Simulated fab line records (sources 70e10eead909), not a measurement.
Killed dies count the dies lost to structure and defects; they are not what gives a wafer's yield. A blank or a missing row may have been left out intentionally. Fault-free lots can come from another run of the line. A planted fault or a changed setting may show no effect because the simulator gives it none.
fab line records / flow nand_harc / part 2 of 2: steps 25 to 39 of 39
record: lots: 5 wafers: 15 last_day: 33
route steps=1302 shown A_CHANNEL_HOLE_D1@486 A_CHANNEL_FILL_D1@490 A_DECK1_JOINT@518
lots that met no fault: taken from a fault-free run of the same line
start_h: the number of hours between the record's first day and the start of the first shown wafer of the lot / wait_h: how many hours have passed since the lot's step before this one / " the same as in the row above / L1.1+2: one row covering several wafers at once / - no value, or no start was given / * or withheld: withheld / < > ~ a bound
route shown NAME@n: names a module that has steps shown in the file, with the first one's number in the route / usual: mean/standard deviation taken from wafers without a fault / same: alike in all rows / chamber/n: place in a boat / sites: per-site readings / _std_site: the standard deviation of these / _edge_site: the outer-site mean with the inner-site mean subtracted / radius_mm: for every site, how far away it sits from the centre of the wafer / mask NAME#n: copy n / behind: the most recent tool/chamber to have shaped the wafer / hold: the reason the lot was held/the length of the hold in hours/how it ended / device: transistor that didn't switch, given as n, p or np / end of line: tests run on the same wafers once the route is complete / where a step has no rows: the recipe by itself / killed: not the wafer's yield, but the dies lost to structure and defects at the first sort / map: a wafer's dies, marking killed ones x, the rest . and places with no die _
set.NAME: the setting as run; set.NAME@STEP: as run at that earlier step / model.NAME: the simulator's own value behind a step, which no gauge read
a table for each step, a row for each wafer; lots at some steps of the route
services: from which hour (start_h, from the record's first day; less than 0 if before it) a tool's chamber was out of use, for how many hours, and why
== steps ==
step: NHARC_A_CHANNEL_FILL_D1_PRECLEAN_30
recipe: time_s: 30 chemistry: dHF
lot.wafer=L075.3+1+6 tool=wet_bench-05 chamber=5,6,7 start_h=232.59 wait_h=-
lot.wafer=L078.4+3+6 tool=wet_bench-03 chamber=6,1,2 start_h=269.16 wait_h=-
lot.wafer=L083.5+1+3 tool=wet_bench-03 chamber=1,5,6 start_h=313.48 wait_h=-
lot.wafer=L085.2+1+3 tool=wet_bench-01 chamber=0,1,3 start_h=333.14 wait_h=-
lot.wafer=L097.2+5+1 tool=wet_bench-05 chamber=0,1,4 start_h=466.21 wait_h=-
step: NHARC_A_CHANNEL_FILL_D1_SRD_31
lot.wafer=L075.3+1+6 tool=wet_bench-05 chamber=5,6,7 start_h=232.60 wait_h=0.0
lot.wafer=L078.4+3+6 tool=wet_bench-03 chamber=6,1,2 start_h=269.18 wait_h=0.0
lot.wafer=L083.5+1+3 tool=wet_bench-03 chamber=1,5,6 start_h=313.53 wait_h=0.0
lot.wafer=L085.2+1+3 tool=wet_bench-01 chamber=0,1,3 start_h=333.16 wait_h=0.0
lot.wafer=L097.2+5+1 tool=wet_bench-05 chamber=0,1,4 start_h=466.24 wait_h=0.0
step: NHARC_A_CHANNEL_FILL_D1_CVD_09
recipe: target_thk_a: 1500 temp_c: 620 pressure_mtorr: 200 time_s: 3000 material: poly-Si
lot.wafer=L075.1+3+6 tool=lpcvd_poly-04 chamber=0 start_h=235.03 wait_h=2.4
lot.wafer=L078.3+4+6 tool=lpcvd_poly-02 chamber=0 start_h=271.45 wait_h=2.3
lot.wafer=L083.1+3+5 tool=lpcvd_poly-04 chamber=0 start_h=314.07 wait_h=0.5
lot.wafer=L085.1+2+3 tool=lpcvd_poly-02 chamber=0 start_h=335.44 wait_h=2.3
lot.wafer=L097.1+2+5 tool=lpcvd_poly-03 chamber=0 start_h=468.58 wait_h=2.3
step: NHARC_A_CHANNEL_FILL_D1_CMP_10
recipe: target_thk_nm: 150
usual: motor_current_A: 11.8/1.5 pad_life_wafers: 185/100 time_to_endpoint_s: 16.4/2.1
lot.wafer=L075.3 tool=cmp-01 chamber=3 start_h=238.27 wait_h=0.4 motor_current_A=12.1 pad_life_wafers=187 time_to_endpoint_s=13.9
lot.wafer=L075.1 tool=cmp-01 chamber=0 start_h=238.27 wait_h=0.4 motor_current_A=10.8 pad_life_wafers=188 time_to_endpoint_s=19.1
lot.wafer=L075.6 tool=cmp-01 chamber=2 start_h=238.27 wait_h=0.4 motor_current_A=12.2 pad_life_wafers=- time_to_endpoint_s=17.2
lot.wafer=L078.3 tool=cmp-04 chamber=0 start_h=274.66 wait_h=0.4 motor_current_A=11.0 pad_life_wafers=228 time_to_endpoint_s=17.3
lot.wafer=L078.4 tool=cmp-04 chamber=2 start_h=274.66 wait_h=0.4 motor_current_A=9.5 pad_life_wafers=230 time_to_endpoint_s=20.2
lot.wafer=L078.6 tool=cmp-04 chamber=1 start_h=274.66 wait_h=0.4 motor_current_A=10.7 pad_life_wafers=- time_to_endpoint_s=17.4
lot.wafer=L083.1 tool=cmp-02 chamber=1 start_h=317.28 wait_h=0.4 motor_current_A=10.2 pad_life_wafers=296 time_to_endpoint_s=16.7
lot.wafer=L083.3 tool=cmp-02 chamber=2 start_h=317.28 wait_h=0.4 motor_current_A=13.9 pad_life_wafers=297 time_to_endpoint_s=12.7
lot.wafer=L083.5 tool=cmp-02 chamber=0 start_h=317.28 wait_h=0.4 motor_current_A=10.6 pad_life_wafers=- time_to_endpoint_s=15.5
lot.wafer=L085.3 tool=cmp-01 chamber=2 start_h=338.62 wait_h=0.4 motor_current_A=12.2 pad_life_wafers=204 time_to_endpoint_s=17.0
lot.wafer=L085.1 tool=cmp-01 chamber=3 start_h=338.62 wait_h=0.4 motor_current_A=12.1 pad_life_wafers=205 time_to_endpoint_s=18.0
lot.wafer=L085.2 tool=cmp-01 chamber=0 start_h=338.62 wait_h=0.4 motor_current_A=11.2 pad_life_wafers=206 time_to_endpoint_s=19.9
lot.wafer=L097.1 tool=cmp-04 chamber=2 start_h=471.75 wait_h=0.4 motor_current_A=10.1 pad_life_wafers=246 time_to_endpoint_s=17.2
lot.wafer=L097.2 tool=cmp-04 chamber=1 start_h=471.75 wait_h=0.4 motor_current_A=11.5 pad_life_wafers=249 time_to_endpoint_s=15.6
lot.wafer=L097.5 tool=cmp-04 chamber=3 start_h=471.75 wait_h=0.4 motor_current_A=14.2 pad_life_wafers=- time_to_endpoint_s=14.3
step: NHARC_A_CHANNEL_FILL_D1_SRD_12
lot.wafer=L075.6+3+1 tool=wet_bench-03 chamber=7,0,1 start_h=238.55 wait_h=0.0
lot.wafer=L078.3+4+6 tool=wet_bench-01 chamber=7,0,2 start_h=274.96 wait_h=0.0
lot.wafer=L083.5+1+3 tool=wet_bench-05 chamber=3,4,7 start_h=317.53 wait_h=0.0
lot.wafer=L085.3+2+1 tool=wet_bench-03 chamber=1,2,5 start_h=338.92 wait_h=0.0
lot.wafer=L097.5+2+1 tool=wet_bench-05 chamber=1,3,4 start_h=472.05 wait_h=0.0
step: NHARC_A_CHANNEL_FILL_D1_INSPECT_13
usual: raw_defect_count: 343/110
lot.wafer=L075.1 tool=defect_inspect-02 chamber=- start_h=238.66 wait_h=0.0 raw_defect_count=191
lot.wafer=L075.3 tool=defect_inspect-02 chamber=- start_h=238.66 wait_h=0.0 raw_defect_count=202
lot.wafer=L075.6 tool=defect_inspect-02 chamber=- start_h=238.66 wait_h=0.0 raw_defect_count=170
lot.wafer=L078.3 tool=defect_inspect-01 chamber=- start_h=275.07 wait_h=0.0 raw_defect_count=322
lot.wafer=L078.4 tool=defect_inspect-01 chamber=- start_h=275.07 wait_h=0.0 raw_defect_count=319
lot.wafer=L078.6 tool=defect_inspect-01 chamber=- start_h=275.07 wait_h=0.0 raw_defect_count=212
lot.wafer=L083.1 tool=defect_inspect-02 chamber=- start_h=317.64 wait_h=0.0 raw_defect_count=404
lot.wafer=L083.3 tool=defect_inspect-02 chamber=- start_h=317.64 wait_h=0.0 raw_defect_count=297
lot.wafer=L083.5 tool=defect_inspect-02 chamber=- start_h=317.64 wait_h=0.0 raw_defect_count=473
lot.wafer=L085.1 tool=defect_inspect-01 chamber=- start_h=339.03 wait_h=0.0 raw_defect_count=257
lot.wafer=L085.2 tool=defect_inspect-01 chamber=- start_h=339.03 wait_h=0.0 raw_defect_count=197
lot.wafer=L085.3 tool=defect_inspect-01 chamber=- start_h=339.03 wait_h=0.0 raw_defect_count=319
lot.wafer=L097.1 tool=defect_inspect-02 chamber=- start_h=472.17 wait_h=0.0 raw_defect_count=305
lot.wafer=L097.2 tool=defect_inspect-02 chamber=- start_h=472.17 wait_h=0.0 raw_defect_count=407
lot.wafer=L097.5 tool=defect_inspect-02 chamber=- start_h=472.17 wait_h=0.0 raw_defect_count=584
step: NHARC_A_DECK1_JOINT_ETCHBACK_07
recipe: target_depth_a: 1050 time_s: 26.9 hbr_flow_sccm: 150 rf_w: 350 icp_w: 350 bias_w: 60 chemistry: HBr
usual: bias_w: 60.02/0.19 drypump_motor_current_A: 5.8/0.47 oes_product_au: 0.998/0.0098 throttle_valve_pct: 23.266/0.0085
lot.wafer=L075.1 tool=rie_si-06 chamber=0 start_h=238.73 wait_h=0.1 bias_w=60.11 drypump_motor_current_A=5.9 oes_product_au=0.979 rf_hours_counter_h=0.8 throttle_valve_pct=23.255
lot.wafer=L075.3 tool=rie_si-06 chamber=1 start_h=238.73 wait_h=0.1 bias_w=60.22 drypump_motor_current_A=6.3 oes_product_au=0.976 rf_hours_counter_h=1.0 throttle_valve_pct=23.265
lot.wafer=L075.6 tool=rie_si-06 chamber=3 start_h=238.73 wait_h=0.1 bias_w=60.05 drypump_motor_current_A=5.5 oes_product_au=0.996 rf_hours_counter_h=- throttle_valve_pct=23.261
lot.wafer=L078.4 tool=rie_si-05 chamber=0 start_h=275.15 wait_h=0.1 bias_w=60.09 drypump_motor_current_A=6.8 oes_product_au=0.989 rf_hours_counter_h=0.7 throttle_valve_pct=23.270
lot.wafer=L078.3 tool=rie_si-05 chamber=1 start_h=275.15 wait_h=0.1 bias_w=59.77 drypump_motor_current_A=5.4 oes_product_au=0.997 rf_hours_counter_h=0.9 throttle_valve_pct=23.277
lot.wafer=L078.6 tool=rie_si-05 chamber=2 start_h=275.15 wait_h=0.1 bias_w=59.98 drypump_motor_current_A=5.3 oes_product_au=1.003 rf_hours_counter_h=- throttle_valve_pct=23.282
lot.wafer=L083.1 tool=rie_si-05 chamber=3 start_h=317.70 wait_h=0.1 bias_w=59.98 drypump_motor_current_A=6.2 oes_product_au=1.005 rf_hours_counter_h=0 throttle_valve_pct=23.271
lot.wafer=L083.3 tool=rie_si-05 chamber=2 start_h=317.70 wait_h=0.1 bias_w=59.92 drypump_motor_current_A=5.3 oes_product_au=1.013 rf_hours_counter_h=0 throttle_valve_pct=23.259
lot.wafer=L083.5 tool=rie_si-05 chamber=3 start_h=317.70 wait_h=0.1 bias_w=59.71 drypump_motor_current_A=6.2 oes_product_au=0.995 rf_hours_counter_h=- throttle_valve_pct=23.258
lot.wafer=L085.3 tool=rie_si-06 chamber=1 start_h=339.09 wait_h=0.1 bias_w=59.96 drypump_motor_current_A=6.3 oes_product_au=0.997 rf_hours_counter_h=0.6 throttle_valve_pct=23.275
lot.wafer=L085.2 tool=rie_si-06 chamber=3 start_h=339.09 wait_h=0.1 bias_w=60.11 drypump_motor_current_A=5.5 oes_product_au=0.995 rf_hours_counter_h=0.5 throttle_valve_pct=23.291
lot.wafer=L085.1 tool=rie_si-06 chamber=0 start_h=339.09 wait_h=0.1 bias_w=59.90 drypump_motor_current_A=5.8 oes_product_au=1.007 rf_hours_counter_h=0.5 throttle_valve_pct=23.263
lot.wafer=L097.1 tool=rie_si-05 chamber=1 start_h=472.25 wait_h=0.1 bias_w=60.01 drypump_motor_current_A=5.5 oes_product_au=1.008 rf_hours_counter_h=0.7 throttle_valve_pct=23.272
lot.wafer=L097.2 tool=rie_si-05 chamber=2 start_h=472.25 wait_h=0.1 bias_w=60.27 drypump_motor_current_A=5.3 oes_product_au=1.023 rf_hours_counter_h=0.9 throttle_valve_pct=23.270
lot.wafer=L097.5 tool=rie_si-05 chamber=3 start_h=472.25 wait_h=0.1 bias_w=59.77 drypump_motor_current_A=6.2 oes_product_au=0.996 rf_hours_counter_h=- throttle_valve_pct=23.266
step: NHARC_A_DECK1_JOINT_ETCH_25
recipe: target_depth_a: 5 chemistry: dHF material: SiO2
lot.wafer=L075.6+1+3 tool=wet_bench-04 chamber=3,4,0 start_h=238.87 wait_h=0.1
lot.wafer=L078.3+4+6 tool=wet_bench-04 chamber=3,4,6 start_h=275.27 wait_h=0.1
lot.wafer=L083.1+3+5 tool=wet_bench-06 chamber=6,0,2 start_h=317.85 wait_h=0.1
lot.wafer=L085.3+2+1 tool=wet_bench-06 chamber=3,7,0 start_h=339.24 wait_h=0.1
lot.wafer=L097.1+2+5 tool=wet_bench-07 chamber=2,5,7 start_h=472.37 wait_h=0.1
step: NHARC_A_DECK1_JOINT_ETCH_19
recipe: temp_c: 25 target_depth_a: 30 chemistry: TMAH material: poly-Si
lot.wafer=L075.6+1+3 tool=wet_bench-04 chamber=3,4,0 start_h=238.90 wait_h=0.0
lot.wafer=L078.3+4+6 tool=wet_bench-04 chamber=3,4,6 start_h=275.31 wait_h=0.0
lot.wafer=L083.1+3+5 tool=wet_bench-06 chamber=6,0,2 start_h=317.89 wait_h=0.0
lot.wafer=L085.3+2+1 tool=wet_bench-06 chamber=3,7,0 start_h=339.28 wait_h=0.0
lot.wafer=L097.1+2+5 tool=wet_bench-07 chamber=2,5,7 start_h=472.40 wait_h=0.0
step: NHARC_A_DECK1_JOINT_ETCH_18
recipe: target_depth_a: 30 chemistry: dHF material: SiO2
lot.wafer=L075.6+1+3 tool=wet_bench-04 chamber=3,4,0 start_h=- wait_h=-
lot.wafer=L078.3+4+6 tool=wet_bench-04 chamber=3,4,6 start_h=- wait_h=-
lot.wafer=L083.1+3+5 tool=wet_bench-06 chamber=6,0,2 start_h=- wait_h=-
lot.wafer=L085.3+2+1 tool=wet_bench-06 chamber=3,7,0 start_h=- wait_h=-
lot.wafer=L097.1+2+5 tool=wet_bench-07 chamber=2,5,7 start_h=- wait_h=-
step: NHARC_A_DECK1_JOINT_WET_08
recipe: temp_c: 160 time_s: 86 chemistry: H3PO4
lot.wafer=L075.1+3+6 tool=wet_h3po4-01 chamber=0 start_h=240.72 wait_h=-
lot.wafer=L078.3+4+6 tool=wet_h3po4-02 chamber=0 start_h=277.12 wait_h=-
lot.wafer=L083.1+3+5 tool=wet_h3po4-01 chamber=0 start_h=319.69 wait_h=-
lot.wafer=L085.1+2+3 tool=wet_h3po4-02 chamber=0 start_h=341.08 wait_h=-
lot.wafer=L097.1+2+5 tool=wet_h3po4-02 chamber=0 start_h=474.21 wait_h=-
step: NHARC_A_DECK1_JOINT_ETCH_09
recipe: target_depth_a: 50 chemistry: dHF material: SiO2
lot.wafer=L075.1+3+6 tool=wet_bench-06 chamber=0,1,3 start_h=241.26 wait_h=0.0
lot.wafer=L078.3+4+6 tool=wet_bench-07 chamber=3,4,6 start_h=277.68 wait_h=0.0
lot.wafer=L083.1+5+3 tool=wet_bench-07 chamber=7,2,3 start_h=320.23 wait_h=0.0
lot.wafer=L085.1+2+3 tool=wet_bench-06 chamber=6,1,3 start_h=341.63 wait_h=0.0
lot.wafer=L097.1+2+5 tool=wet_bench-07 chamber=5,7,0 start_h=474.77 wait_h=0.0
step: NHARC_A_DECK1_JOINT_WET_10
recipe: temp_c: 160 time_s: 86 chemistry: H3PO4
lot.wafer=L075.1+3+6 tool=wet_h3po4-01 chamber=0 start_h=242.95 wait_h=1.7
lot.wafer=L078.3+4+6 tool=wet_h3po4-01 chamber=1 start_h=279.37 wait_h=1.7
lot.wafer=L083.1+3+5 tool=wet_h3po4-01 chamber=0 start_h=321.93 wait_h=1.7
lot.wafer=L085.1+2+3 tool=wet_h3po4-02 chamber=1 start_h=343.32 wait_h=1.7
lot.wafer=L097.1+2+5 tool=wet_h3po4-01 chamber=0 start_h=477.25 wait_h=2.5
step: NHARC_A_DECK1_JOINT_ETCH_11
recipe: target_depth_a: 350 chemistry: dHF material: SiO2
lot.wafer=L075.3+1+6 tool=wet_bench-06 chamber=3,6,7 start_h=243.50 wait_h=0.0
lot.wafer=L078.6+4+3 tool=wet_bench-07 chamber=1,2,3 start_h=279.95 wait_h=0.1
lot.wafer=L083.1+3+5 tool=wet_bench-04 chamber=0,4,5 start_h=322.48 wait_h=0.0
lot.wafer=L085.3+2+1 tool=wet_bench-04 chamber=1,3,4 start_h=343.91 wait_h=0.1
lot.wafer=L097.2+5+1 tool=wet_bench-07 chamber=3,5,6 start_h=477.84 wait_h=0.1
step: NHARC_A_DECK1_JOINT_CVD_12
recipe: target_thk_a: 900 temp_c: 620 pressure_mtorr: 200 time_s: 1800 material: poly-Si
lot.wafer=L075.1+3+6 tool=lpcvd_poly-04 chamber=0 start_h=246.18 wait_h=2.6
lot.wafer=L078.3+4+6 tool=lpcvd_poly-04 chamber=0 start_h=282.59 wait_h=2.6
lot.wafer=L083.1+3+5 tool=lpcvd_poly-02 chamber=0 start_h=324.97 wait_h=2.5
lot.wafer=L085.1+2+3 tool=lpcvd_poly-04 chamber=0 start_h=346.53 wait_h=2.5
lot.wafer=L097.1+2+5 tool=lpcvd_poly-01 chamber=0 start_h=480.46 wait_h=2.5
== services ==
tool=wet_bench-04 chamber=- start_h=165.75 hours=3.2 kind=repair
tool=rie_diel-10 chamber=- start_h=166.31 hours=1.8 kind=repair
tool=wet_bench-06 chamber=- start_h=193.60 hours=8.0 kind=pm
tool=wet_bench-03 chamber=- start_h=210.43 hours=8.0 kind=pm
tool=lpcvd_poly-04 chamber=- start_h=222.86 hours=9.2 kind=repair
tool=rie_diel-10 chamber=0 start_h=227.15 hours=1.7 kind=repair
tool=wet_bench-04 chamber=- start_h=227.20 hours=8.0 kind=pm
tool=rie_diel-10 chamber=2 start_h=232.25 hours=6.5 kind=repair
tool=rie_diel-10 chamber=- start_h=242.56 hours=9.0 kind=pm
tool=wet_bench-07 chamber=- start_h=253.58 hours=2.2 kind=repair
tool=wet_bench-05 chamber=- start_h=260.80 hours=8.0 kind=pm
tool=wet_bench-01 chamber=- start_h=277.60 hours=8.0 kind=pm
tool=rie_diel-03 chamber=- start_h=281.88 hours=9.0 kind=pm
tool=rie_diel-10 chamber=1 start_h=296.63 hours=9.2 kind=repair
tool=rie_diel-03 chamber=0 start_h=302.14 hours=7.4 kind=repair
tool=wet_bench-07 chamber=- start_h=336.00 hours=8.0 kind=pm
tool=wet_bench-06 chamber=- start_h=361.41 hours=6.6 kind=repair
tool=wet_bench-06 chamber=- start_h=369.60 hours=8.0 kind=pm
tool=wet_bench-03 chamber=- start_h=386.43 hours=8.0 kind=pm
tool=wet_bench-04 chamber=- start_h=403.20 hours=8.0 kind=pm
tool=rie_diel-03 chamber=1 start_h=412.39 hours=8.0 kind=repair
tool=rie_diel-10 chamber=- start_h=419.56 hours=9.0 kind=pm
tool=wet_bench-05 chamber=- start_h=436.80 hours=8.0 kind=pm
tool=wet_bench-01 chamber=- start_h=453.60 hours=8.0 kind=pm
